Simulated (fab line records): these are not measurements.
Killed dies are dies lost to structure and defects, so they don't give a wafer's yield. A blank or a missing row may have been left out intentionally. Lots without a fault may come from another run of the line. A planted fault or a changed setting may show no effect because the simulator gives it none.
fab line records	flow n5Finfet
record lots=7	wafers=21
route steps=1938 shown BEOL_M12@1605 BEOL_M14@1753 BEOL_M15@1797
startH: the number of hours between the record's first day and the start of the first shown wafer of the lot	waitH: hours elapsed since this lot's preceding step	" unchanged from the row above	L1.1+2: one row covering several wafers at once	- either no value or no given start	* or withheld: withheld	< > ~ a bound
route shown NAME@n: NAME is a module with steps in the file, n the number in the route of the first one	usual: the fault-free wafers' mean and standard deviation	same: alike in all rows	chamber/n: place in a boat	sites: readings site by site	_std_site: the values' standard deviation	_edge_site: mean of outer sites minus mean of inner sites	radiusMm: for every site, how far away it sits from the centre of the wafer	mask NAME#n: copy n	behind: the tool/chamber that last shaped the wafer	hold: why the lot went on hold/how many hours it stayed there/how the hold came to an end	device: names the non-switching transistor (n, p or np)	end of line: tests of these same wafers at the route's end	step lacking rows: just its recipe	killed: dies that structure and defects cost at the first sort, which is not the same as the wafer's yield	map: shows each die of a wafer: x if killed, . if not, _ if none is there
set.NAME: the setting as run; set.NAME@STEP: as run at that earlier step	model.NAME: the simulator's own value behind a step, which no gauge read
lots run with intentionally changed settings; tables by step, rows by wafer
## steps
# step N5_BEOL_M12_COAT_04
# recipe spinRpm=1625	resistThkNm=400
lot.wafer	tool	chamber	startH	waitH	set.spinRpm	model.coat_of_BEOL_M12_COAT_04.thkNm
L080.1	lithoTrack-02	0	-	-	1479	417.6
L080.3	"	0	"	"	1625	400.6
L080.5	"	0	"	"	1625	397.8
L079.1	lithoTrack-05	0	-	-	1625	397.6
L079.2	"	0	"	"	1625	398.2
L079.5	"	0	"	"	1625	397.2
L084.2	lithoTrack-01	0	-	-	1625	398.6
L084.3	"	0	"	"	1625	399.2
L084.4	"	0	"	"	1625	401
L088.1+4	lithoTrack-05	0	-	-	1625	399
L088.3	"	0	"	"	1625	398.6
L091.3	lithoTrack-01	0	-	-	1625	400.6
L091.4	"	0	"	"	1547	411.2
L091.6	"	0	"	"	1625	401.2
L089.2	lithoTrack-05	0	-	-	1625	400
L089.3	"	0	"	"	1625	399.4
L089.6	"	0	"	"	1531	412.2
L096.1	lithoTrack-02	0	-	-	1495	418.4
L096.3	"	0	"	"	1625	400.6
L096.4	"	0	"	"	1495	417.4
# step N5_BEOL_M12_DESCUM_15
# recipe chemistry=O2	timeS=7.9	sourcePowerW=50	biasPowerW=20	pressureMtorr=20	rfFrequencyHz=2.712e+07	tempC=40	o2FlowSccm=225
lot.wafer	tool	chamber	startH	waitH	set.timeS
L080.1+3	rieDiel-05	0,3	290.14	0.0	7.282
L080.5	"	1	"	"	7.9
L079.1+2	rieDiel-05	2,0	290.41	0.1	8.809
L079.5	"	3	"	"	7.9
L084.2	rieDiel-02	0	335.11	1.8	7.9
L084.3+4	"	0,3	"	"	9.341
L088.1+3+4	rieDiel-04	0,1,0	363.45	0.0	7.9
L091.3	rieDiel-05	0	367.04	0.3	7.9
L091.4+6	"	2,3	"	"	7.427
L089.2+6	rieDiel-04	0,1	368.33	0.0	7.9
L089.3	"	3	"	"	6.27
L096.1	rieDiel-04	3	402.51	0.0	7.9
L096.3+4	"	2,0	"	"	7.105
# step N5_BEOL_M12_ETCH_59
# recipe chemistry=N2/H2	target=BARC	targetDepthA=890	overetchA=267	timeS=67.9	ionEnergyEv=200	pressureMtorr=30	sourceW=840	biasW=150	n2FlowSccm=200	h2FlowSccm=200
lot.wafer	tool	chamber	startH	waitH	set.spinRpm@BEOL_M12_COAT_04	model.coat_of_BEOL_M12_COAT_04.thkNm
L080.1	rieDiel-05	0	290.18	0.0	1479	339.2
L080.3	"	3	"	"	1625	320
L080.5	"	1	"	"	1625	314.8
L079.1	rieDiel-05	2	290.44	0.0	1625	315.6
L079.2	"	0	"	"	1625	319.2
L079.5	"	3	"	"	1625	316.6
L084.2	rieDiel-02	0	335.16	0.0	1625	316.8
L084.3	"	0	"	"	1625	316.2
L084.4	"	3	"	"	1625	316
L088.1	rieDiel-04	0	363.50	0.0	1625	318
L088.3	"	1	"	"	1625	318.6
L088.4	"	0	"	"	1625	317.6
L091.3	rieDiel-05	0	367.07	0.0	1625	318.8
L091.4	"	2	"	"	1547	327.2
L091.6	"	3	"	"	1625	319.2
L089.2	rieDiel-04	0	368.36	0.0	1625	319.2
L089.3	"	3	"	"	1625	317.4
L089.6	"	1	"	"	1531	333.4
L096.1	rieDiel-04	3	402.54	0.0	1495	337
L096.3	"	2	"	"	1625	317.8
L096.4	"	0	"	"	1495	338
# step N5_BEOL_M12_VIA_ETCH_16
# recipe chemistry=C4F8/O2/Ar	target=SiOC	pressureMtorr=30	sourceW=3000	biasW=700	Ar_flow_sccm=400	C4F8_flow_sccm=15	O2_flow_sccm=8	heInnerTorr=15	heOuterTorr=30	targetDepthA=7248	timeS=withheld	ionEnergyEv=250	ends=cleared
lot.wafer	tool	chamber	startH	waitH	set.spinRpm@BEOL_M12_COAT_04	model.coat_of_BEOL_M12_COAT_04.thkNm
L080.1	rieDiel-05	0	290.23	0.0	1479	146.8
L080.3	"	3	"	"	1625	129.6
L080.5	"	1	"	"	1625	118.8
L079.1	rieDiel-05	2	290.50	0.0	1625	122.2
L079.2	"	0	"	"	1625	125.8
L079.5	"	3	"	"	1625	120.4
L084.2+3	rieDiel-02	0	335.24	0.1	1625	120.4
L084.4	"	3	"	"	1625	119.4
L088.1	rieDiel-04	0	363.58	0.1	1625	127.2
L088.3	"	1	"	"	1625	125.2
L088.4	"	0	"	"	1625	122.8
L091.3	rieDiel-05	0	367.12	0.0	1625	130.2
L091.4	"	2	"	"	1547	133.4
L091.6	"	3	"	"	1625	122.6
L089.2	rieDiel-04	0	368.42	0.0	1625	126.4
L089.3	"	3	"	"	1625	124.6
L089.6	"	1	"	"	1531	137
L096.1	rieDiel-04	3	402.60	0.0	1495	144.6
L096.3	"	2	"	"	1625	124.8
L096.4	"	0	"	"	1495	142
# step N5_BEOL_M12_STRIP_63
# recipe chemistry=N2/H2	powerW=1000	tempC=250	h2Frac=0.65	overashFraction=0.3	pressureMtorr=1000	n2FlowSccm=1750	h2FlowSccm=3250
# usual stripTimeToEndpointS=43.0/0.95
lot.wafer	tool	chamber	startH	waitH	set.spinRpm@BEOL_M12_COAT_04	stripTimeToEndpointS
L080.1	plasmaAsher-02	1	290.43	-	1479	48.8
L080.3	"	1	"	"	1625	44.2
L080.5	"	1	"	"	1625	41.4
L079.1	plasmaAsher-02	0	290.70	-	1625	42.2
L079.2	"	1	"	"	1625	43.2
L079.5	"	0	"	"	1625	41.8
L084.2	plasmaAsher-02	0	335.59	-	1625	41.8
L084.3	"	1	"	"	1625	41.8
L084.4	"	0	"	"	1625	41.5
L088.1	plasmaAsher-01	1	363.87	-	1625	43.6
L088.3	"	0	"	"	1625	43.1
L088.4	"	1	"	"	1625	42.4
L091.3	plasmaAsher-01	1	367.34	-	1625	44.4
L091.4	"	0	"	"	1547	45.3
L091.6	"	0	"	"	1625	42.4
L089.2	plasmaAsher-02	0	368.62	-	1625	43.4
L089.3	"	0	"	"	1625	42.9
L089.6	"	0	"	"	1531	46.2
L096.1	plasmaAsher-02	1	402.80	-	1495	48.2
L096.3	"	1	"	"	1625	43.0
L096.4	"	0	"	"	1495	47.5
# step N5_BEOL_M14_TRENCH_ETCH_34
# recipe chemistry=C4F8/O2/Ar	target=SiO2	targetDepthA=5566.5	maskMaterial=SOC	heInnerTorr=15	heOuterTorr=30	timeS=126.9	ionEnergyEv=800	pressureMtorr=20	sourceW=1905	biasW=2040	Ar_flow_sccm=400	C4F8_flow_sccm=16	O2_flow_sccm=12
lot.wafer	tool	chamber	startH	waitH	set.timeS	model.etch.depthNm
L080.1	rieDiel-05	2	306.44	0.0	106.1	457.2
L080.3	"	1	"	"	126.9	562.3
L080.5	"	3	"	"	106.1	452.9
L079.1	rieDiel-02	3	309.15	0.0	126.9	571.5
L079.2	"	2	"	"	126.9	568.2
L079.5	"	3	"	"	126.9	573.7
L084.2	rieDiel-02	0	357.87	0.0	148.1	652.4
L084.3	"	2	"	"	126.9	570.9
L084.4	"	1	"	"	126.9	543.2
L088.1	rieDiel-02	3	375.11	0.0	126.9	567.8
L088.3	"	1	"	"	126.9	547
L088.4	"	0	"	"	126.9	552
L091.3	rieDiel-04	0	377.45	0.0	126.9	549.5
L091.4	"	1	"	"	126.9	531.5
L091.6	"	2	"	"	113.4	511.3
L089.2	rieDiel-05	1	388.36	0.0	152	674
L089.3	"	3	"	"	152	661.1
L089.6	"	0	"	"	126.9	547.2
L096.1	rieDiel-04	2	420.48	0.0	134.9	601.8
L096.3	"	3	"	"	134.9	593.5
L096.4	"	1	"	"	126.9	538.7
# step N5_BEOL_M14_STRIP_70
# recipe chemistry=C4F8/O2/Ar	resist=SiARC	rfFrequencyHz=6e+07
# step N5_BEOL_M14_OCD_MEAS_35
# usual trenchDepthNm=553/14
lot.wafer	tool	chamber	startH	waitH	set.timeS@BEOL_M14_TRENCH_ETCH_34	trenchDepthNm
L080.1	ocd-02	-	306.59	0.0	106.1	457
L080.3	"	-	"	"	126.9	562
L080.5	"	-	"	"	106.1	453
L079.1	ocd-01	-	309.31	0.0	126.9	572
L079.2	"	-	"	"	126.9	568
L079.5	"	-	"	"	126.9	574
L084.2	ocd-02	-	358.03	0.0	148.1	652
L084.3	"	-	"	"	126.9	571
L084.4	"	-	"	"	126.9	543
L088.1	ocd-02	-	375.27	0.0	126.9	568
L088.3	"	-	"	"	126.9	547
L088.4	"	-	"	"	126.9	552
L091.3	ocd-01	-	377.61	0.0	126.9	550
L091.4	"	-	"	"	126.9	532
L091.6	"	-	"	"	113.4	511
L089.2	ocd-01	-	388.52	0.0	152	674
L089.3	"	-	"	"	152	661
L089.6	"	-	"	"	126.9	547
L096.1	ocd-01	-	420.63	0.0	134.9	601
L096.3	"	-	"	"	134.9	593
L096.4	"	-	"	"	126.9	539
# step N5_BEOL_M14_STRIP_37
# recipe chemistry=O2	powerW=600	tempC=60	pressureMtorr=30	rfFrequencyHz=6e+07	biasPowerW=0	overashFraction=0.3	o2FlowSccm=225
# step N5_BEOL_M14_ETCH_38
# recipe chemistry=CF4/N2	target=SiCN	targetDepthA=1065	taperDeg=2	timeS=120.6	ionEnergyEv=150	maskMaterial=SiO2	pressureMtorr=40	sourceW=430	biasW=70	Ar_flow_sccm=100	cf4FlowSccm=60	n2FlowSccm=60
# step N5_BEOL_M14_ECD_47
# recipe material=Cu	targetThkA=12480
# step N5_BEOL_M14_ANNEAL_48
# recipe tempC=225	timeS=90	ambient=N2
# step N5_BEOL_M14_CMP_49
# recipe stopOn=SiO2	tOverpolishS=5.2	downForcePsi=2	platenRpm=80	clearingPlatenDownForcePsi=2	clearingPlatenRpm=80	postCmpClean=cuAlkaline	targetThkNm=560	clearingPlatenPadVelocityMS=1.5917	padVelocityMS=1.5917
lot.wafer	tool	chamber	startH	waitH	set.timeS@BEOL_M14_TRENCH_ETCH_34	model.Cu_of_BEOL_M14_ECD_47.thkNm
L080.3	cmp-04	3	312.29	0.4	126.9	564
L080.1	"	0	"	"	106.1	458.8
L080.5	"	3	"	"	106.1	454.8
L079.2	cmp-03	0	316.97	0.2	126.9	571
L079.1	"	2	"	"	126.9	573.6
L079.5	"	0	"	"	126.9	577
L084.3	cmp-03	1	363.27	0.2	126.9	573.4
L084.2	"	2	"	"	148.1	655.8
L084.4	"	3	"	"	126.9	546.4
L088.4	cmp-04	0	383.32	0.2	126.9	554.6
L088.1	"	1	"	"	126.9	570.6
L088.3	"	2	"	"	126.9	550.2
L091.3	cmp-03	2	384.04	0.2	126.9	551.6
L091.4	"	0	"	"	126.9	534.8
L091.6	"	2	"	"	113.4	514.2
L089.3	cmp-04	2	395.11	0.2	152	664.4
L089.2	"	1	"	"	152	678.8
L089.6	"	3	"	"	126.9	550.6
L096.4	cmp-03	3	422.11	0.1	126.9	542.4
L096.3	"	0	"	"	134.9	598
L096.1	"	1	"	"	134.9	604.6
# step N5_BEOL_M14_THK_MEAS_50
# recipe thkMeasGauge=xrf	reads=Cu_of_BEOL_M14_ECD_47
# usual M14_THK=559/15
lot.wafer	tool	chamber	startH	waitH	set.timeS@BEOL_M14_TRENCH_ETCH_34	M14_THK[nm]
L080.1	filmMetro-02	-	312.55	-	106.1	459
L080.3	"	-	"	"	126.9	564
L080.5	"	-	"	"	106.1	457
L079.1	filmMetro-01	-	317.26	-	126.9	575
L079.2	"	-	"	"	126.9	571
L079.5	"	-	"	"	126.9	578
L084.2	filmMetro-02	-	363.57	-	148.1	665
L084.3	"	-	"	"	126.9	575
L084.4	"	-	"	"	126.9	553
L088.1	filmMetro-01	-	383.57	-	126.9	574
L088.3	"	-	"	"	126.9	552
L088.4	"	-	"	"	126.9	554
L091.3	filmMetro-01	-	384.29	-	126.9	554
L091.4	"	-	"	"	126.9	537
L091.6	"	-	"	"	113.4	515
L089.2	filmMetro-02	-	395.40	-	152	685
L089.3	"	-	"	"	152	670
L089.6	"	-	"	"	126.9	554
L096.1	filmMetro-02	-	422.41	-	134.9	614
L096.3	"	-	"	"	134.9	608
L096.4	"	-	"	"	126.9	552
# step N5_BEOL_M14_PRE_CLEAN_52
# recipe gas=NH3	timeS=15	tempC=withheld	rfPowerW=300
# step N5_BEOL_M14_DEP_53
# recipe material=SiCN	targetThkA=500	tempC=withheld	precursor=3MS/NH3	pressureTorr=3	rfW=675	timeS=17.8
# step N5_BEOL_M14_RS_MEAS_54
# recipe thkMeasGauge=four-point-probe	reads=Cu_of_BEOL_M14_ECD_47+Ta_of_BEOL_M14_SPUTTER_44+TaN_of_BEOL_M14_SPUTTER_43
# usual M14_RS=0.0335/0.0009
lot.wafer	tool	chamber	startH	waitH	set.timeS@BEOL_M14_TRENCH_ETCH_34	M14_RS[ohm/sq]
L080.1	filmMetro-02	-	312.68	0.0	106.1	0.0408
L080.3	"	-	"	"	126.9	0.0330
L080.5	"	-	"	"	106.1	0.0411
L079.1	filmMetro-02	-	317.39	0.0	126.9	0.0325
L079.2	"	-	"	"	126.9	0.0326
L079.5	"	-	"	"	126.9	0.0322
L084.2	filmMetro-01	-	363.69	0.1	148.1	0.0282
L084.3	"	-	"	"	126.9	0.0324
L084.4	"	-	"	"	126.9	0.0340
L088.1	filmMetro-02	-	383.70	0.0	126.9	0.0326
L088.3	"	-	"	"	126.9	0.0338
L088.4	"	-	"	"	126.9	0.0336
L091.3	filmMetro-01	-	384.42	0.1	126.9	0.0337
L091.4	"	-	"	"	126.9	0.0349
L091.6	"	-	"	"	113.4	0.0362
L089.2	filmMetro-01	-	395.53	0.1	152	0.0273
L089.3	"	-	"	"	152	0.0279
L089.6	"	-	"	"	126.9	0.0338
L096.1	filmMetro-01	-	422.54	0.0	134.9	0.0307
L096.3	"	-	"	"	134.9	0.0310
L096.4	"	-	"	"	126.9	0.0343
# step N5_BEOL_M15_COAT_22
# recipe spinRpm=1704	resistThkNm=800
lot.wafer	tool	chamber	startH	waitH	set.spinRpm	model.coat_of_BEOL_M15_COAT_22.thkNm
L080.1	lithoTrack-01	0	-	-	1704	798.8
L080.3	"	0	"	"	1633	816.8
L080.5	"	0	"	"	1633	814
L079.1	lithoTrack-01	0	-	-	1704	799.2
L079.2	"	0	"	"	1704	800
L079.5	"	0	"	"	1815	776.8
L084.2	lithoTrack-05	0	-	-	1627	820.2
L084.3	"	0	"	"	1704	801.8
L084.4	"	0	"	"	1627	818
L088.1	lithoTrack-03	0	-	-	1704	800
L088.3	"	0	"	"	1704	800.4
L088.4	"	0	"	"	1704	798
L091.3	lithoTrack-01	0	-	-	1704	800.4
L091.4	"	0	"	"	1704	802.6
L091.6	"	0	"	"	1704	799.8
L089.2	lithoTrack-01	0	-	-	1704	802.8
L089.3	"	0	"	"	1796	782.2
L089.6	"	0	"	"	1704	802.4
L096.1	lithoTrack-01	0	-	-	1600	826.2
L096.3	"	0	"	"	1704	801.4
L096.4	"	0	"	"	1600	827.4
# step N5_BEOL_M15_PEB_26
# recipe pebTempC=130	pebTimeS=90
lot.wafer	tool	chamber	startH	waitH	set.pebTempC
L080.1	lithoTrack-01	0	314.77	0.1	130
L080.3+5	"	0	"	"	131.2
L079.1+2	lithoTrack-03	0	319.62	0.1	130
L079.5	"	0	"	"	128.3
L084.2+4	lithoTrack-01	0	365.94	0.0	130
L084.3	"	0	"	"	126.4
L088.1+3+4	lithoTrack-03	0	385.95	0.1	130
L091.3	lithoTrack-05	0	386.49	0.0	130
L091.4+6	"	0	"	"	131.2
L089.2+3	lithoTrack-03	0	398.49	0.0	130
L089.6	"	0	"	"	128
L096.1+3+4	lithoTrack-01	0	426.68	0.1	130
# step N5_BEOL_M15_DEVELOP_27
# recipe developTimeS=45	rinseLiquid=diw	dry=airSpin	devTempC=21
# step N5_BEOL_M15_HARDBAKE_32
# recipe tempC=130	timeS=120
# step N5_BEOL_M15_CD_MEAS_28
# recipe targetCdNm=407.6	landingEnergyEv=500	detector=seInlens
# usual cdNm=408.1/1.8
lot.wafer	tool	chamber	startH	waitH	set.pebTempC@BEOL_M15_PEB_26	cdNm
L080.1	cdSem-01	0	314.89	-	130	407.5
L080.3	"	0	"	"	131.2	413.1
L080.5	"	0	"	"	131.2	414.5
L079.1	cdSem-01	0	319.73	-	130	408.0
L079.2	"	0	"	"	130	408.5
L079.5	"	0	"	"	128.3	403.9
L084.2	cdSem-01	0	366.06	-	130	405.2
L084.3	"	0	"	"	126.4	386.1
L084.4	"	0	"	"	130	404.0
L088.1	cdSem-01	0	386.07	-	130	405.6
L088.3	"	0	"	"	130	406.2
L088.4	"	0	"	"	130	405.9
L091.3	cdSem-03	0	386.61	-	130	410.0
L091.4	"	0	"	"	131.2	413.4
L091.6	"	0	"	"	131.2	412.1
L089.2	cdSem-01	0	398.61	-	130	405.7
L089.3	"	0	"	"	130	407.7
L089.6	"	0	"	"	128	396.4
L096.1	cdSem-01	0	426.80	-	130	405.1
L096.3	"	0	"	"	130	408.7
L096.4	"	0	"	"	130	406.7
# step N5_BEOL_M15_DESCUM_33
# recipe chemistry=O2	timeS=7.9	sourcePowerW=50	biasPowerW=20	pressureMtorr=20	rfFrequencyHz=2.712e+07	tempC=40	o2FlowSccm=225
lot.wafer	tool	chamber	startH	waitH	set.pebTempC@BEOL_M15_PEB_26	model.BEOL_M15.cdNm
L080.1	rieDiel-03	0	314.98	0.0	130	408
L080.3	"	2	"	"	131.2	412.6
L080.5	"	1	"	"	131.2	414.4
L079.1	rieDiel-03	2	319.82	0.0	130	407.8
L079.2	"	3	"	"	130	409
L079.5	"	1	"	"	128.3	403.8
L084.2	rieDiel-01	1	366.44	0.3	130	405
L084.3	"	2	"	"	126.4	386
L084.4	"	3	"	"	130	404.4
L088.1+4	rieDiel-01	2,0	386.15	0.0	130	405.6
L088.3	"	0	"	"	130	406.2
L091.3	rieDiel-06	2	386.71	0.1	130	409.8
L091.4	"	3	"	"	131.2	413.6
L091.6	"	3	"	"	131.2	412
L089.2	rieDiel-06	1	399.46	0.8	130	405.8
L089.3	"	0	"	"	130	407.6
L089.6	"	0	"	"	128	396.2
L096.1	rieDiel-01	1	427.94	1.1	130	405
L096.3	"	3	"	"	130	408.8
L096.4	"	1	"	"	130	406.4
# step N5_BEOL_M15_ETCH_61
# recipe chemistry=N2/H2	target=BARC	targetDepthA=890	overetchA=267	timeS=67.9	ionEnergyEv=200	pressureMtorr=30	sourceW=840	biasW=150	n2FlowSccm=200	h2FlowSccm=200
lot.wafer	tool	chamber	startH	waitH	set.spinRpm@BEOL_M15_COAT_22	model.coat_of_BEOL_M15_COAT_22.thkNm
L080.1	rieDiel-03	0	315.01	0.0	1704	717
L080.3	"	2	"	"	1633	733.2
L080.5	"	1	"	"	1633	731
L079.1	rieDiel-03	2	319.85	0.0	1704	715.8
L079.2	"	3	"	"	1704	717.6
L079.5	"	1	"	"	1815	693.8
L084.2	rieDiel-01	1	366.48	0.0	1627	736.6
L084.3	"	2	"	"	1704	721
L084.4	"	3	"	"	1627	735.2
L088.1	rieDiel-01	2	386.19	0.0	1704	719.2
L088.3	"	0	"	"	1704	720.4
L088.4	"	0	"	"	1704	718.6
L091.3	rieDiel-06	2	386.75	0.0	1704	720.4
L091.4	"	3	"	"	1704	724.2
L091.6	"	3	"	"	1704	721
L089.2	rieDiel-06	1	399.50	0.0	1704	716.8
L089.3	"	0	"	"	1796	700.4
L089.6	"	0	"	"	1704	720.4
L096.1	rieDiel-01	1	427.98	0.0	1600	740.4
L096.3	"	3	"	"	1704	719.4
L096.4	"	1	"	"	1600	741.6
# step N5_BEOL_M15_TRENCH_ETCH_34
# recipe chemistry=C4F8/O2/Ar	target=SiO2	targetDepthA=8729.3	heInnerTorr=15	heOuterTorr=30	timeS=199	ionEnergyEv=800	pressureMtorr=20	sourceW=1905	biasW=2040	Ar_flow_sccm=400	C4F8_flow_sccm=16	O2_flow_sccm=12
lot.wafer	tool	chamber	startH	waitH	set.spinRpm@BEOL_M15_COAT_22	set.pebTempC@BEOL_M15_PEB_26	model.coat_of_BEOL_M15_COAT_22.thkNm	model.BEOL_M15.cdNm
L080.1	rieDiel-03	0	315.07	0.0	1704	130	542.4	400.4
L080.3	"	2	"	"	1633	131.2	554.2	406.4
L080.5	"	1	"	"	1633	131.2	552	407.2
L079.1	rieDiel-03	2	319.91	0.0	1704	130	539.8	402.2
L079.2	"	3	"	"	1704	130	544.4	401.2
L079.5	"	1	"	"	1815	128.3	516	396.6
L084.2	rieDiel-01	1	366.53	0.0	1627	130	560.8	397.8
L084.3	"	2	"	"	1704	126.4	548.4	378.4
L084.4	"	3	"	"	1627	130	563.2	397.8
L088.1	rieDiel-01	2	386.24	0.0	1704	130	550	398
L088.3	"	0	"	"	1704	130	551.2	397.8
L088.4	"	0	"	"	1704	130	550.2	396
L091.3	rieDiel-06	2	386.80	0.0	1704	130	554.4	403.2
L091.4	"	3	"	"	1704	131.2	554.2	405.2
L091.6	"	3	"	"	1704	131.2	550.4	404.6
L089.2	rieDiel-06	1	399.55	0.0	1704	130	533.6	398.4
L089.3	"	0	"	"	1796	130	530.8	400.2
L089.6	"	0	"	"	1704	128	549.2	388.8
L096.1	rieDiel-01	1	428.03	0.0	1600	130	556.8	397
L096.3	"	3	"	"	1704	130	544.8	402.2
L096.4	"	1	"	"	1600	130	559.4	397.4
## key
split step=N5_BEOL_M12_COAT_04	setting=spinRpm	stated=1625	by=wafer
response step=N5_BEOL_M12_COAT_04	reading=model.coat_of_BEOL_M12_COAT_04.thkNm	change=-2.11	per=1%	r=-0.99
response step=N5_BEOL_M12_ETCH_59	reading=model.coat_of_BEOL_M12_COAT_04.thkNm	change=-2.39	per=1%	r=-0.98
response step=N5_BEOL_M12_VIA_ETCH_16	reading=model.coat_of_BEOL_M12_COAT_04.thkNm	change=-2.24	per=1%	r=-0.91
response step=N5_BEOL_M12_STRIP_63	reading=stripTimeToEndpointS	change=*	per=1%	r=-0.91
split step=N5_BEOL_M12_DESCUM_15	setting=timeS	stated=7.9	by=wafer
response none clear
split step=N5_BEOL_M14_TRENCH_ETCH_34	setting=timeS	stated=126.9	by=wafer
response step=N5_BEOL_M14_TRENCH_ETCH_34	reading=model.etch.depthNm	change=+5.87	per=1%	r=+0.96
response step=N5_BEOL_M14_OCD_MEAS_35	reading=trenchDepthNm	change=+5.88	per=1%	r=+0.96
response step=N5_BEOL_M14_CMP_49	reading=model.Cu_of_BEOL_M14_ECD_47.thkNm	change=+5.89	per=1%	r=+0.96
response step=N5_BEOL_M14_THK_MEAS_50	reading=M14_THK	change=+6.02	per=1%	r=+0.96
response step=N5_BEOL_M14_RS_MEAS_54	reading=M14_RS	change=-0.000347	per=1%	r=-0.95
split step=N5_BEOL_M15_COAT_22	setting=spinRpm	stated=1704	by=wafer
response step=N5_BEOL_M15_COAT_22	reading=model.coat_of_BEOL_M15_COAT_22.thkNm	change=-3.83	per=1%	r=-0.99
response step=N5_BEOL_M15_ETCH_61	reading=model.coat_of_BEOL_M15_COAT_22.thkNm	change=-3.48	per=1%	r=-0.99
response step=N5_BEOL_M15_TRENCH_ETCH_34	reading=model.coat_of_BEOL_M15_COAT_22.thkNm	change=-2.83	per=1%	r=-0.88
split step=N5_BEOL_M15_PEB_26	setting=pebTempC	stated=130	by=wafer
response step=N5_BEOL_M15_CD_MEAS_28	reading=cdNm	change=+6.03	per=1%	r=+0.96
response step=N5_BEOL_M15_DESCUM_33	reading=model.BEOL_M15.cdNm	change=+6.08	per=1%	r=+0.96
response step=N5_BEOL_M15_TRENCH_ETCH_34	reading=model.BEOL_M15.cdNm	change=+6.25	per=1%	r=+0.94
